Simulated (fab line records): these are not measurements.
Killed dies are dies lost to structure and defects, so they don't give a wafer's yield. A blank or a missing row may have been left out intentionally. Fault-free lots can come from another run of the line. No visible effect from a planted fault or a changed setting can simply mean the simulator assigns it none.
fab line records | flow n5Finfet
[record] lots = 7 | wafers = 21
route steps=1938 shown BEOL_M2@851 BEOL_M4@1024
startH: the number of hours between the record's first day and the start of the first shown wafer of the lot | waitH: how many hours have passed since the lot's step before this one | " repeats the value in the row above | L1.1+2: a row that stands for several wafers | - either no value or no given start | * or withheld: withheld | < > ~ a bound
route shown NAME@n: a module of which the file shows steps, and the number in the route of the first | usual: average and standard deviation across the fault-free wafers | same: alike in all rows | chamber/n: place in a boat | sites: each site's reading | _std_site: the standard deviation of these | _edge_site: mean of outer sites minus mean of inner sites | radiusMm: for every site, how far away it sits from the centre of the wafer | mask NAME#n: copy n | behind: the most recent tool/chamber to have shaped the wafer | hold: why the lot was held/for how many hours/how that ended | device: whichever transistor did not switch (one of n, p or np) | end of line: at the end of the route, the tests of the same wafers | a step without rows: its recipe alone | killed: not the wafer's yield, but the dies lost to structure and defects at the first sort | map: per-die view of a wafer (x killed, . not killed, _ where there is no die)
set.NAME: the setting the step ran with; set.NAME@STEP: the setting that earlier step ran with | model.NAME: the simulator's own value behind a step, which no gauge read
lots whose settings were changed on purpose; a table a step, a row a wafer
[[steps]]
[step N5_BEOL_M2_EXPOSE_08]
[recipe] maskId = M2 | na = 0.33 | sourceShape = dipole | sigmaInner = 0.369 | sigmaOuter = 0.767 | polarization = unpolarized | doseMj = 41.25
lot.wafer  | tool          | chamber | startH | waitH | mask | set.doseMj
L074.3+4+5 | euvScanner-02 | 0       | 132.86 | -     | M2#0 | 41.25
L080.1+3   | euvScanner-01 | 0       | 170.00 | -     | M2#0 | 42.18
L080.2     | "             | 0       | "      | "     | M2#0 | 41.25
L083.1+4+6 | euvScanner-01 | 0       | 191.58 | -     | M2#0 | 41.25
L087.2     | euvScanner-02 | 0       | 212.82 | -     | M2#0 | 38.97
L087.4+6   | "             | 0       | "      | "     | M2#0 | 41.25
L090.3+6   | euvScanner-01 | 0       | 233.93 | -     | M2#0 | 43.11
L090.4     | "             | 0       | "      | "     | M2#0 | 41.25
L091.1     | euvScanner-01 | 0       | 240.28 | -     | M2#0 | 43.32
L091.5+6   | "             | 0       | "      | "     | M2#0 | 41.25
L094.1+4   | euvScanner-01 | 0       | 258.26 | -     | M2#0 | 40.27
L094.3     | "             | 0       | "      | "     | M2#0 | 41.25
[step N5_BEOL_M2_PEB_09]
[recipe] pebTempC = 100 | pebTimeS = 60 | resist = CAR-EUV
[step N5_BEOL_M2_DEVELOP_10]
[recipe] developTimeS = 30 | developer = TMAH | resist = CAR-EUV | rinseLiquid = surfactantRinse | dry = airSpin | devTempC = 23
[step N5_BEOL_M2_CD_MEAS_11]
[recipe] targetCdNm = 16.79 | landingEnergyEv = 500 | detector = seInlens | polarity = opening
[usual] cdNm = 16.78/0.23
lot.wafer | tool     | chamber | startH | waitH | set.doseMj@BEOL_M2_EXPOSE_08 | cdNm
L074.3    | cdSem-02 | 0       | 132.98 | -     | 41.25                        | 16.91
L074.4    | "        | 0       | "      | "     | 41.25                        | 16.69
L074.5    | "        | 0       | "      | "     | 41.25                        | 16.72
L080.1    | cdSem-01 | 0       | 170.13 | -     | 42.18                        | 17.40
L080.2    | "        | 0       | "      | "     | 41.25                        | 16.62
L080.3    | "        | 0       | "      | "     | 42.18                        | 17.07
L083.1    | cdSem-01 | 0       | 191.71 | -     | 41.25                        | 16.68
L083.4    | "        | 0       | "      | "     | 41.25                        | 16.94
L083.6    | "        | 0       | "      | "     | 41.25                        | 16.73
L087.2    | cdSem-01 | 0       | 212.94 | -     | 38.97                        | 15.38
L087.4    | "        | 0       | "      | "     | 41.25                        | 16.93
L087.6    | "        | 0       | "      | "     | 41.25                        | 17.17
L090.3    | cdSem-03 | 0       | 234.05 | -     | 43.11                        | 17.83
L090.4    | "        | 0       | "      | "     | 41.25                        | 16.97
L090.6    | "        | 0       | "      | "     | 43.11                        | 17.56
L091.1    | cdSem-03 | 0       | 240.41 | -     | 43.32                        | 17.94
L091.5    | "        | 0       | "      | "     | 41.25                        | 16.92
L091.6    | "        | 0       | "      | "     | 41.25                        | 17.13
L094.1    | cdSem-01 | 0       | 258.39 | -     | 40.27                        | 16.49
L094.3    | "        | 0       | "      | "     | 41.25                        | 17.13
L094.4    | "        | 0       | "      | "     | 40.27                        | 16.36
[step N5_BEOL_M2_DESCUM_16]
[recipe] chemistry = O2 | timeS = 7 | sourcePowerW = 50 | biasPowerW = 20 | pressureMtorr = 20 | rfFrequencyHz = 2.712e+07 | tempC = 40 | resist = CAR-EUV | o2FlowSccm = 225
[step N5_BEOL_M2_ETCH_74]
[recipe] chemistry = N2/H2 | target = underlayer | targetDepthA = 65 | maskMaterial = CAR-EUV | timeS = 5.2 | ionEnergyEv = 200 | pressureMtorr = 30 | sourceW = 840 | biasW = 150 | n2FlowSccm = 200 | h2FlowSccm = 200 | ends = cleared
lot.wafer  | tool       | chamber | startH | waitH | set.doseMj@BEOL_M2_EXPOSE_08 | model.BEOL_M2.cdOffsetNm
L074.3+5   | rieDiel-02 | 2,1     | 133.13 | 0.0   | 41.25                        | 0
L074.4     | "          | 1       | "      | "     | 41.25                        | -0.2
L080.1     | rieDiel-05 | 2       | 170.38 | 0.0   | 42.18                        | 0.6
L080.2     | "          | 3       | "      | "     | 41.25                        | 0
L080.3     | "          | 0       | "      | "     | 42.18                        | 0.4
L083.1+4+6 | rieDiel-05 | 0,2,0   | 191.87 | 0.0   | 41.25                        | 0
L087.2     | rieDiel-02 | 1       | 213.10 | 0.0   | 38.97                        | -1
L087.4     | "          | 3       | "      | "     | 41.25                        | 0.2
L087.6     | "          | 3       | "      | "     | 41.25                        | 0
L090.3     | rieDiel-02 | 1       | 234.21 | 0.0   | 43.11                        | 1.2
L090.4     | "          | 0       | "      | "     | 41.25                        | 0.2
L090.6     | "          | 1       | "      | "     | 43.11                        | 0.8
L091.1     | rieDiel-02 | 1       | 241.22 | 0.0   | 43.32                        | 1
L091.5+6   | "          | 1,2     | "      | "     | 41.25                        | 0.2
L094.1+4   | rieDiel-05 | 1,0     | 258.55 | 0.0   | 40.27                        | -0.4
L094.3     | "          | 3       | "      | "     | 41.25                        | 0.4
[step N5_BEOL_M2_ETCH_63]
[recipe] chemistry = CF4 | target = SiARC | targetDepthA = 156 | maskMaterial = CAR-EUV | timeS = 26 | ionEnergyEv = 80 | pressureMtorr = 40 | sourceW = 545 | biasW = 36 | Ar_flow_sccm = 100 | cf4FlowSccm = 100 | ends = cleared
lot.wafer  | tool       | chamber | startH | waitH | set.doseMj@BEOL_M2_EXPOSE_08 | model.BEOL_M2.cdOffsetNm
L074.3     | rieDiel-02 | 2       | 133.15 | 0.0   | 41.25                        | 0
L074.4+5   | "          | 1       | "      | "     | 41.25                        | -0.2
L080.1+3   | rieDiel-05 | 2,0     | 170.40 | 0.0   | 42.18                        | 0.6
L080.2     | "          | 3       | "      | "     | 41.25                        | -0.2
L083.1+4+6 | rieDiel-05 | 0,2,0   | 191.89 | 0.0   | 41.25                        | 0
L087.2     | rieDiel-02 | 1       | 213.12 | 0.0   | 38.97                        | -1.2
L087.4     | "          | 3       | "      | "     | 41.25                        | 0
L087.6     | "          | 3       | "      | "     | 41.25                        | -0.2
L090.3     | rieDiel-02 | 1       | 234.22 | 0.0   | 43.11                        | 1
L090.4     | "          | 0       | "      | "     | 41.25                        | 0.2
L090.6     | "          | 1       | "      | "     | 43.11                        | 0.8
L091.1     | rieDiel-02 | 1       | 241.24 | 0.0   | 43.32                        | 1
L091.5     | "          | 1       | "      | "     | 41.25                        | 0
L091.6     | "          | 2       | "      | "     | 41.25                        | 0.2
L094.1+4   | rieDiel-05 | 1,0     | 258.57 | 0.0   | 40.27                        | -0.4
L094.3     | "          | 3       | "      | "     | 41.25                        | 0.4
[step N5_BEOL_M2_ETCH_64]
[recipe] chemistry = N2/H2 | target = SOC | targetDepthA = 750 | overetchA = 225 | maskMaterial = SiARC | tempC = 40 | timeS = 121.9 | ionEnergyEv = 200 | pressureMtorr = 30 | sourceW = 840 | biasW = 150 | n2FlowSccm = 200 | h2FlowSccm = 200
lot.wafer  | tool       | chamber | startH | waitH | set.doseMj@BEOL_M2_EXPOSE_08 | model.BEOL_M2.cdOffsetNm
L074.3     | rieDiel-02 | 2       | 133.18 | 0.0   | 41.25                        | 0
L074.4+5   | "          | 1       | "      | "     | 41.25                        | -0.2
L080.1+3   | rieDiel-05 | 2,0     | 170.43 | 0.0   | 42.18                        | 0.6
L080.2     | "          | 3       | "      | "     | 41.25                        | -0.2
L083.1+4+6 | rieDiel-05 | 0,2,0   | 191.91 | 0.0   | 41.25                        | 0
L087.2     | rieDiel-02 | 1       | 213.14 | 0.0   | 38.97                        | -1.2
L087.4     | "          | 3       | "      | "     | 41.25                        | 0.2
L087.6     | "          | 3       | "      | "     | 41.25                        | -0.2
L090.3+6   | rieDiel-02 | 1       | 234.25 | 0.0   | 43.11                        | 1
L090.4     | "          | 0       | "      | "     | 41.25                        | -0.2
L091.1     | rieDiel-02 | 1       | 241.27 | 0.0   | 43.32                        | 1
L091.5+6   | "          | 1,2     | "      | "     | 41.25                        | 0.2
L094.1+4   | rieDiel-05 | 1,0     | 258.60 | 0.0   | 40.27                        | -0.4
L094.3     | "          | 3       | "      | "     | 41.25                        | 0.2
[step N5_BEOL_M2_STRIP_65]
[recipe] chemistry = N2/H2 | tempC = 40 | n2FlowSccm = 200 | h2FlowSccm = 200 | rfFrequencyHz = 6e+07
[step N5_BEOL_M2_STRIP_75]
[recipe] chemistry = N2/H2 | tempC = 40 | n2FlowSccm = 200 | h2FlowSccm = 200 | rfFrequencyHz = 6e+07
[step N5_BEOL_M2_STRIP_66]
[recipe] chemistry = CF4 | resist = SiARC | powerW = 300 | biasPowerW = 75 | pressureMtorr = 50 | cf4FlowSccm = 150 | rfFrequencyHz = 6e+07
[step N5_BEOL_M2_HM_OPEN_17]
[recipe] chemistry = Cl2/BCl3 | targetDepthA = 200 | overetchA = 60 | target = TiN | maskMaterial = SOC | ionEnergyEv = 150 | pressureMtorr = 10 | icpW = 1000 | biasW = 126 | Cl2_flow_sccm = 53.25 | bcl3FlowSccm = 21.75 | Ar_flow_sccm = 25
lot.wafer  | tool        | chamber | startH | waitH | set.doseMj@BEOL_M2_EXPOSE_08 | model.BEOL_M2.cdOffsetNm
L074.3+5   | rieMetal-01 | 0       | 133.38 | 0.1   | 41.25                        | 0
L074.4     | "           | 1       | "      | "     | 41.25                        | -0.2
L080.1+3   | rieMetal-01 | 1       | 170.60 | 0.0   | 42.18                        | 0.6
L080.2     | "           | 1       | "      | "     | 41.25                        | 0
L083.1+4+6 | rieMetal-01 | 1       | 192.09 | 0.0   | 41.25                        | 0
L087.2     | rieMetal-03 | 1       | 213.32 | 0.0   | 38.97                        | -1.4
L087.4     | "           | 1       | "      | "     | 41.25                        | 0.2
L087.6     | "           | 0       | "      | "     | 41.25                        | -0.2
L090.3+6   | rieMetal-03 | 0       | 234.45 | 0.1   | 43.11                        | 1
L090.4     | "           | 1       | "      | "     | 41.25                        | -0.2
L091.1     | rieMetal-03 | 1       | 241.44 | 0.0   | 43.32                        | 1
L091.5     | "           | 0       | "      | "     | 41.25                        | 0.4
L091.6     | "           | 1       | "      | "     | 41.25                        | 0.2
L094.1     | rieMetal-01 | 0       | 258.77 | 0.0   | 40.27                        | -0.4
L094.3     | "           | 0       | "      | "     | 41.25                        | 0.2
L094.4     | "           | 1       | "      | "     | 40.27                        | -0.6
[step N5_BEOL_M2_STRIP_19]
[recipe] chemistry = O2 | powerW = 400 | tempC = 40 | pressureMtorr = 30 | rfFrequencyHz = 6e+07 | biasPowerW = 0 | overashFraction = 0.2 | o2FlowSccm = 225
[step N5_BEOL_M2_CD_MEAS_18]
[recipe] pitchNm = 36 | targetCdNm = 18
[usual] cdNm = 18.03/0.25
lot.wafer | tool     | chamber | startH | waitH | set.doseMj@BEOL_M2_EXPOSE_08 | cdNm
L074.3    | cdSem-03 | -       | 133.60 | 0.1   | 41.25                        | 18.10
L074.4    | "        | -       | "      | "     | 41.25                        | 17.98
L074.5    | "        | -       | "      | "     | 41.25                        | 18.07
L080.1    | cdSem-02 | -       | 170.88 | 0.1   | 42.18                        | 18.98
L080.2    | "        | -       | "      | "     | 41.25                        | 18.38
L080.3    | "        | -       | "      | "     | 42.18                        | 18.36
L083.1    | cdSem-03 | -       | 192.36 | 0.0   | 41.25                        | 17.92
L083.4    | "        | -       | "      | "     | 41.25                        | 17.74
L083.6    | "        | -       | "      | "     | 41.25                        | 18.29
L087.2    | cdSem-03 | -       | 213.50 | 0.1   | 38.97                        | 16.39
L087.4    | "        | -       | "      | "     | 41.25                        | 18.34
L087.6    | "        | -       | "      | "     | 41.25                        | 17.85
L090.3    | cdSem-03 | -       | 234.76 | 0.1   | 43.11                        | 19.21
L090.4    | "        | -       | "      | "     | 41.25                        | 17.79
L090.6    | "        | -       | "      | "     | 43.11                        | 18.81
L091.1    | cdSem-02 | -       | 241.81 | 0.0   | 43.32                        | 19.25
L091.5    | "        | -       | "      | "     | 41.25                        | 18.22
L091.6    | "        | -       | "      | "     | 41.25                        | 18.11
L094.1    | cdSem-02 | -       | 259.00 | 0.0   | 40.27                        | 17.55
L094.3    | "        | -       | "      | "     | 41.25                        | 18.28
L094.4    | "        | -       | "      | "     | 40.27                        | 17.43
[step N5_BEOL_M2_COAT_67]
[recipe] resist = SOC | tempC = 250 | timeS = 60 | spinRpm = 1500 | resistThkNm = 60
[step N5_BEOL_M2_COAT_68]
[recipe] resist = SiARC | tempC = 220 | timeS = 60 | spinRpm = 1500 | resistThkNm = 12
[step N5_BEOL_M2_PRECLEAN_42]
[recipe] chemistry = residueRemover | timeS = 60 | tempC = 40
[step N5_BEOL_M2_SRD_43]
[recipe] timeS = 30 | tempC = 23 | rinseLiquid = diw | dry = ipaMarangoni
[step N5_BEOL_M2_CD_MEAS_35]
[recipe] targetCdNm = 18 | targetCdYNm = 22.2 | polarity = opening
[usual] cdNm = 18.03/0.27
lot.wafer | tool     | chamber | startH | waitH | set.doseMj@BEOL_M2_EXPOSE_08 | cdNm
L074.3    | cdSem-03 | -       | 134.91 | 0.0   | 41.25                        | 17.90
L074.4    | "        | -       | "      | "     | 41.25                        | 17.95
L074.5    | "        | -       | "      | "     | 41.25                        | 17.76
L080.1    | cdSem-01 | -       | 179.43 | 0.0   | 42.18                        | 18.76
L080.2    | "        | -       | "      | "     | 41.25                        | 17.76
L080.3    | "        | -       | "      | "     | 42.18                        | 18.33
L083.1    | cdSem-02 | -       | 204.25 | 0.0   | 41.25                        | 18.04
L083.4    | "        | -       | "      | "     | 41.25                        | 18.02
L083.6    | "        | -       | "      | "     | 41.25                        | 17.67
L087.2    | cdSem-02 | -       | 215.81 | 0.0   | 38.97                        | 16.63
L087.4    | "        | -       | "      | "     | 41.25                        | 18.36
L087.6    | "        | -       | "      | "     | 41.25                        | 17.60
L090.3    | cdSem-03 | -       | 237.15 | 0.0   | 43.11                        | 19.11
L090.4    | "        | -       | "      | "     | 41.25                        | 17.88
L090.6    | "        | -       | "      | "     | 43.11                        | 19.13
L091.1    | cdSem-03 | -       | 247.24 | 0.0   | 43.32                        | 18.86
L091.5    | "        | -       | "      | "     | 41.25                        | 18.05
L091.6    | "        | -       | "      | "     | 41.25                        | 18.17
L094.1    | cdSem-03 | -       | 262.16 | 0.0   | 40.27                        | 17.43
L094.3    | "        | -       | "      | "     | 41.25                        | 18.26
L094.4    | "        | -       | "      | "     | 40.27                        | 17.87
[step N5_BEOL_M4_HM_DEP_02]
[recipe] material = TiN | targetThkA = 200 | tempC = 25 | chamberPressurePa = 0.49996
lot.wafer  | tool          | chamber | startH | waitH | set.targetThkA | model.TiN_of_BEOL_M4_HM_DEP_02.thkNm
L074.3     | pvdSputter-03 | -       | 154.39 | 0.8   | 200            | 19.8
L074.4+5   | "             | -       | "      | "     | 186.9          | 18.8
L080.1     | pvdSputter-03 | -       | 192.23 | 0.1   | 188.9          | 18.8
L080.2     | "             | -       | "      | "     | 188.9          | 18.6
L080.3     | "             | -       | "      | "     | 200            | 20
L083.1+4+6 | pvdSputter-02 | -       | 232.53 | 3.1   | 200            | 20.2
L087.2     | pvdSputter-02 | -       | 234.33 | 0.4   | 200            | 19.8
L087.4+6   | "             | -       | "      | "     | 200            | 20
L090.3     | pvdSputter-03 | -       | 248.63 | 0.5   | 200            | 19.8
L090.4     | "             | -       | "      | "     | 182.9          | 18
L090.6     | "             | -       | "      | "     | 200            | 19.6
L091.1     | pvdSputter-01 | -       | 264.80 | 1.4   | 200            | 20.2
L091.5     | "             | -       | "      | "     | 185.2          | 18.8
L091.6     | "             | -       | "      | "     | 185.2          | 18.6
L094.1+4   | pvdSputter-01 | -       | 278.13 | 1.1   | 200            | 20
L094.3     | "             | -       | "      | "     | 200            | 19.8
[step N5_BEOL_M4_COAT_62]
[recipe] resist = SiARC | tempC = 220 | timeS = 60 | spinRpm = 1500 | resistThkNm = 12
lot.wafer  | tool          | chamber | startH | waitH | set.spinRpm | model.SiARC_of_BEOL_M4_COAT_62.thkNm
L074.3+5   | lithoTrack-04 | 0       | -      | -     | 1390        | 12.4
L074.4     | "             | 0       | "      | "     | 1500        | 12
L080.1     | lithoTrack-01 | 0       | -      | -     | 1500        | 12
L080.2+3   | "             | 0       | "      | "     | 1411        | 12.4
L083.1+4+6 | lithoTrack-02 | 0       | -      | -     | 1500        | 12
L087.2     | lithoTrack-02 | 0       | -      | -     | 1431        | 12.4
L087.4+6   | "             | 0       | "      | "     | 1500        | 12
L090.3+4+6 | lithoTrack-04 | 0       | -      | -     | 1500        | 12
L091.1     | lithoTrack-02 | 0       | -      | -     | 1657        | 11.4
L091.5+6   | "             | 0       | "      | "     | 1500        | 12
L094.1+3+4 | lithoTrack-02 | 0       | -      | -     | 1500        | 12
[step N5_BEOL_M4_COAT_73]
[recipe] resist = underlayer | tempC = 205 | timeS = 60 | spinRpm = 1500 | resistThkNm = 5
[step N5_BEOL_M4_COAT_05]
[recipe] resist = CAR-EUV | spinRpm = 1500 | resistThkNm = 30
[step N5_BEOL_M4_DESCUM_16]
[recipe] chemistry = O2 | timeS = 7 | sourcePowerW = 50 | biasPowerW = 20 | pressureMtorr = 20 | rfFrequencyHz = 2.712e+07 | tempC = 40 | resist = CAR-EUV | o2FlowSccm = 225
[step N5_BEOL_M4_ETCH_74]
[recipe] chemistry = N2/H2 | target = underlayer | targetDepthA = 65 | maskMaterial = CAR-EUV | timeS = 5.2 | ionEnergyEv = 200 | pressureMtorr = 30 | sourceW = 840 | biasW = 150 | n2FlowSccm = 200 | h2FlowSccm = 200 | ends = cleared
[step N5_BEOL_M4_ETCH_63]
[recipe] chemistry = CF4 | target = SiARC | targetDepthA = 156 | maskMaterial = CAR-EUV | timeS = 26 | ionEnergyEv = 80 | pressureMtorr = 40 | sourceW = 545 | biasW = 36 | Ar_flow_sccm = 100 | cf4FlowSccm = 100 | ends = cleared
lot.wafer | tool       | chamber | startH | waitH | set.spinRpm@BEOL_M4_COAT_62 | model.etch.depthNm
L074.3    | rieDiel-02 | 2       | 154.95 | 0.0   | 1390                        | 12.47
L074.4    | "          | 0       | "      | "     | 1500                        | 11.99
L074.5    | "          | 2       | "      | "     | 1390                        | 12.5
L080.1    | rieDiel-05 | 3       | 192.95 | 0.0   | 1500                        | 11.95
L080.2    | "          | 2       | "      | "     | 1411                        | 12.37
L080.3    | "          | 0       | "      | "     | 1411                        | 12.35
L083.1+4  | rieDiel-05 | 2,3     | 233.11 | 0.0   | 1500                        | 12.05
L083.6    | "          | 1       | "      | "     | 1500                        | 12.08
L087.2    | rieDiel-02 | 1       | 234.99 | 0.0   | 1431                        | 12.35
L087.4    | "          | 3       | "      | "     | 1500                        | 12.03
L087.6    | "          | 3       | "      | "     | 1500                        | 12.06
L090.3    | rieDiel-02 | 0       | 249.28 | 0.0   | 1500                        | 11.97
L090.4    | "          | 2       | "      | "     | 1500                        | 11.98
L090.6    | "          | 1       | "      | "     | 1500                        | 11.96
L091.1    | rieDiel-02 | 2       | 265.52 | 0.0   | 1657                        | 11.44
L091.5    | "          | 3       | "      | "     | 1500                        | 11.96
L091.6    | "          | 0       | "      | "     | 1500                        | 11.95
L094.1    | rieDiel-01 | 0       | 279.85 | 0.0   | 1500                        | 11.97
L094.3    | "          | 2       | "      | "     | 1500                        | 11.98
L094.4    | "          | 1       | "      | "     | 1500                        | 12
[step N5_BEOL_M4_ETCH_64]
[recipe] chemistry = N2/H2 | target = SOC | targetDepthA = 750 | overetchA = 225 | maskMaterial = SiARC | tempC = 40 | timeS = 121.9 | ionEnergyEv = 200 | pressureMtorr = 30 | sourceW = 840 | biasW = 150 | n2FlowSccm = 200 | h2FlowSccm = 200
[step N5_BEOL_M4_STRIP_65]
[recipe] chemistry = N2/H2 | tempC = 40 | n2FlowSccm = 200 | h2FlowSccm = 200 | rfFrequencyHz = 6e+07
[step N5_BEOL_M4_STRIP_75]
[recipe] chemistry = N2/H2 | tempC = 40 | n2FlowSccm = 200 | h2FlowSccm = 200 | rfFrequencyHz = 6e+07
[step N5_BEOL_M4_STRIP_66]
[recipe] chemistry = CF4 | resist = SiARC | powerW = 300 | biasPowerW = 75 | pressureMtorr = 50 | cf4FlowSccm = 150 | rfFrequencyHz = 6e+07
[step N5_BEOL_M4_HM_OPEN_17]
[recipe] chemistry = Cl2/BCl3 | targetDepthA = 200 | overetchA = 60 | target = TiN | maskMaterial = SOC | ionEnergyEv = 150 | pressureMtorr = 10 | icpW = 1000 | biasW = 126 | Cl2_flow_sccm = 53.25 | bcl3FlowSccm = 21.75 | Ar_flow_sccm = 25
lot.wafer | tool        | chamber | startH | waitH | set.targetThkA@BEOL_M4_HM_DEP_02 | model.etch.depthNm
L074.3    | rieMetal-03 | 1       | 155.19 | 0.1   | 200                              | 19.86
L074.4    | "           | 0       | "      | "     | 186.9                            | 18.76
L074.5    | "           | 0       | "      | "     | 186.9                            | 18.74
L080.1    | rieMetal-02 | 1       | 193.15 | 0.0   | 188.9                            | 18.76
L080.2    | "           | 0       | "      | "     | 188.9                            | 18.62
L080.3    | "           | 0       | "      | "     | 200                              | 19.92
L083.1    | rieMetal-02 | 0       | 233.31 | 0.0   | 200                              | 20.29
L083.4    | "           | 1       | "      | "     | 200                              | 20.25
L083.6    | "           | 0       | "      | "     | 200                              | 20.18
L087.2    | rieMetal-01 | 0       | 235.46 | 0.3   | 200                              | 19.85
L087.4    | "           | 1       | "      | "     | 200                              | 20.01
L087.6    | "           | 1       | "      | "     | 200                              | 19.94
L090.3    | rieMetal-02 | 1       | 249.51 | 0.1   | 200                              | 19.85
L090.4    | "           | 0       | "      | "     | 182.9                            | 17.97
L090.6    | "           | 0       | "      | "     | 200                              | 19.53
L091.1    | rieMetal-02 | 0       | 265.72 | 0.0   | 200                              | 20.26
L091.5    | "           | 0       | "      | "     | 185.2                            | 18.72
L091.6    | "           | 1       | "      | "     | 185.2                            | 18.61
L094.1    | rieMetal-01 | 0       | 280.05 | 0.0   | 200                              | 20.05
L094.3    | "           | 1       | "      | "     | 200                              | 19.76
L094.4    | "           | 0       | "      | "     | 200                              | 19.95
[step N5_BEOL_M4_COAT_67]
[recipe] resist = SOC | tempC = 250 | timeS = 60 | spinRpm = 1500 | resistThkNm = 60
lot.wafer  | tool          | chamber | startH | waitH | set.spinRpm | model.SOC_of_BEOL_M4_COAT_67.thkNm
L074.3     | lithoTrack-02 | 0       | 155.37 | 0.0   | 1500        | 59.8
L074.4     | "             | 0       | "      | "     | 1500        | 60
L074.5     | "             | 0       | "      | "     | 1500        | 59.6
L080.1+2   | lithoTrack-01 | 0       | 193.37 | 0.0   | 1500        | 59.8
L080.3     | "             | 0       | "      | "     | 1500        | 60
L083.1     | lithoTrack-04 | 0       | 233.53 | 0.0   | 1500        | 59.8
L083.4+6   | "             | 0       | "      | "     | 1500        | 59.6
L087.2+4+6 | lithoTrack-02 | 0       | 235.68 | 0.0   | 1500        | 60
L090.3     | lithoTrack-01 | 0       | 249.70 | 0.0   | 1453        | 61
L090.4     | "             | 0       | "      | "     | 1500        | 60.2
L090.6     | "             | 0       | "      | "     | 1500        | 60
L091.1     | lithoTrack-01 | 0       | 265.94 | 0.0   | 1415        | 61.8
L091.5     | "             | 0       | "      | "     | 1415        | 61.6
L091.6     | "             | 0       | "      | "     | 1500        | 60
L094.1+3   | lithoTrack-04 | 0       | 280.52 | 0.0   | 1500        | 59.8
L094.4     | "             | 0       | "      | "     | 1500        | 60.2
[[key]]
[split] step = N5_BEOL_M2_EXPOSE_08 | setting = doseMj | stated = 41.25 | by = wafer
[response] step = N5_BEOL_M2_CD_MEAS_11 | reading = cdNm | change = +0.232 | per = 1% | r = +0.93
[response] step = N5_BEOL_M2_ETCH_74 | reading = model.BEOL_M2.cdOffsetNm | change = +0.193 | per = 1% | r = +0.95
[response] step = N5_BEOL_M2_ETCH_63 | reading = model.BEOL_M2.cdOffsetNm | change = +0.201 | per = 1% | r = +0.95
[response] step = N5_BEOL_M2_ETCH_64 | reading = model.BEOL_M2.cdOffsetNm | change = +0.222 | per = 1% | r = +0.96
[response] step = N5_BEOL_M2_HM_OPEN_17 | reading = model.BEOL_M2.cdOffsetNm | change = +0.227 | per = 1% | r = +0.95
[response] step = N5_BEOL_M2_CD_MEAS_18 | reading = cdNm | change = +0.264 | per = 1% | r = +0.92
[response] step = N5_BEOL_M2_CD_MEAS_35 | reading = cdNm | change = +0.232 | per = 1% | r = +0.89
[split] step = N5_BEOL_M4_HM_DEP_02 | setting = targetThkA | stated = 200 | by = wafer
[response] step = N5_BEOL_M4_HM_DEP_02 | reading = model.TiN_of_BEOL_M4_HM_DEP_02.thkNm | change = +0.195 | per = 1% | r = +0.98
[response] step = N5_BEOL_M4_HM_OPEN_17 | reading = model.etch.depthNm | change = +0.201 | per = 1% | r = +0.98
[split] step = N5_BEOL_M4_COAT_62 | setting = spinRpm | stated = 1500 | by = wafer
[response] step = N5_BEOL_M4_COAT_62 | reading = model.SiARC_of_BEOL_M4_COAT_62.thkNm | change = -0.0611 | per = 1% | r = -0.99
[response] step = N5_BEOL_M4_ETCH_63 | reading = model.etch.depthNm | change = -0.0589 | per = 1% | r = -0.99
[split] step = N5_BEOL_M4_COAT_67 | setting = spinRpm | stated = 1500 | by = wafer
[response] step = N5_BEOL_M4_COAT_67 | reading = model.SOC_of_BEOL_M4_COAT_67.thkNm | change = -0.297 | per = 1% | r = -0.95
